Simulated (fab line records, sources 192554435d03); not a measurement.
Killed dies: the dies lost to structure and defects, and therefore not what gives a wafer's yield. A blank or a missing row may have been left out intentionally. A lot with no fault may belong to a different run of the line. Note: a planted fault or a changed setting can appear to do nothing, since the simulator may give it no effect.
What tool caused it? / flow n5 finfet / 42 wafers sampled from 14 lots at 1 step of a route of 1938

== WHAT THE GAUGES SHOWED, per wafer ==
N5_BEOL_M13_OCD_MEAS_35.
lot=L882; measured=day 11 13:23; on=ocd-01; trench depth nm (nm)=425 418 414
lot=L884; measured=day 12 23:55; on=ocd-01; trench depth nm (nm)=419 420 414
lot=L888; measured=day 13 04:04; on=ocd-02; trench depth nm (nm)=409 407 428
lot=L886; measured=day 13 05:53; on=ocd-02; trench depth nm (nm)=416 406 395
lot=L889; measured=day 13 15:49; on=ocd-01; trench depth nm (nm)=425 421 425
lot=L890; measured=day 14 00:53; on=ocd-02; trench depth nm (nm)=424 405 421
lot=L892; measured=day 14 13:42; on=ocd-01; trench depth nm (nm)=392 416 415
lot=L893; measured=day 14 16:30; on=ocd-01; trench depth nm (nm)=417 416 416
lot=L894; measured=day 14 16:55; on=ocd-02; trench depth nm (nm)=427 412 419
lot=L896; measured=day 15 09:25; on=ocd-02; trench depth nm (nm)=422 410 401
lot=L897; measured=day 15 10:01; on=ocd-02; trench depth nm (nm)=420 404 417
lot=L898; measured=day 15 15:14; on=ocd-01; trench depth nm (nm)=416 420 408
lot=L901; measured=day 16 04:44; on=ocd-02; trench depth nm (nm)=426 421 413
lot=L900; measured=day 16 21:14; on=ocd-01; trench depth nm (nm)=413 424 415

== WHICH TOOL RAN EACH LOT (tool, then ch and the chambers of the sampled wafers, then the start) ==
The record holds no process step before these readings.

== WHAT THE TOOLS THEMSELVES READ (means of the sampled wafers that have a number; where no wafer has one, the mark that the record gives instead) ==
The record holds no such reading with a usual standard deviation.

== THE ANSWER, worked out from the rows above alone ==
Rule: what is usual is taken from the lots themselves. The widest of any qualifying gaps counts: lots, ordered by their means at a reading, are off when they make up no more than a third of the lots, leave a main group of 4 or more, and stand apart from it by 3 or more times the standard deviation of that group's means. A main group whose means are all the same, to the digits that the tables above print for the reading, isn't used. A lot without any number at a reading at which 4 lots or more have one is off too. All remaining lots with rows at the step are treated as sound. After the gauges, taken in route order, come the tools' own readings; for these a lot's mean is taken, as printed above. The first step at which some lot is off is used, and at that step the reading that is off furthest; a lot without a number counts as furthest.
None of the lots is off at any reading shown; this tells nothing.

== WHAT THE SIMULATOR HAD PUT IN ==
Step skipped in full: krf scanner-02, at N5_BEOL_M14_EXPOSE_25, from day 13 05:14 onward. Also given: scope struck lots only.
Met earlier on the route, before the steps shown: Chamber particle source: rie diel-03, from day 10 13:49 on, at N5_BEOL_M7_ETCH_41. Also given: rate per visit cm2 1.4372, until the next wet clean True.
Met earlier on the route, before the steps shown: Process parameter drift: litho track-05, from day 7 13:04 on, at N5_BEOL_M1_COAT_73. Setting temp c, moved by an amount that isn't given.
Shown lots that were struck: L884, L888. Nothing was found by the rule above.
